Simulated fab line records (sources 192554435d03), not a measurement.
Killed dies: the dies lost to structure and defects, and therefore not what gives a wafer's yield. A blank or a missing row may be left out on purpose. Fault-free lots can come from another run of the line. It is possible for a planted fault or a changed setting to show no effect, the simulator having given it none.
Chamber matching | flow n5-finfet | N5_STI_FIN_REVEAL_ETCH_34 on rie-si-03: 4 sister chambers
The step etches Si in H2, material Si, target depth 0.97 nm. 4 wafers are shown with their chamber, then 7 later ones without.

## WAFERS PAIRED WITH THEIR CHAMBERS
wafer  | chamber | throttle-valve-pct (%)
L079.2 | 2       | 25.67
L084.6 | 0       | 25.33
L087.3 | 3       | 25.90
L087.4 | 1       | 25.95

## WAFERS WHOSE CHAMBER IS MISSING
wafer  | throttle-valve-pct (%)
L087.6 | 25.90
L088.3 | 25.69
L088.5 | 25.66
L088.6 | 25.89
L095.1 | 25.90
L095.4 | 25.34
L095.6 | 25.33

## EACH ONE'S CHAMBER
wafer  | from the rows above | in truth
L087.6 | 3                   | 3
L088.3 | 2                   | 2
L088.5 | 2                   | 2
L088.6 | 3                   | 3
L095.1 | 3                   | 3
L095.4 | 0                   | 0
L095.6 | 0                   | 0
Correctly placed: 7 of 7. Can't be placed from these rows: 0. Number placed wrongly: 0.
How it was worked out, from the rows above alone: a wafer's distance from a chamber is the root of the sum, over the readings, of the square of ((its reading less the chamber's mean) divided by the reading's scatter). If the next closest chamber is less than 2 further off than the closest, the wafer can't be placed; otherwise it belongs to the closest. For every chamber, the mean is computed from those of its wafers that are shown. The scatter: with one shown wafer a chamber, the root of the mean of the squares of how far each hidden wafer lies from its nearest shown one.
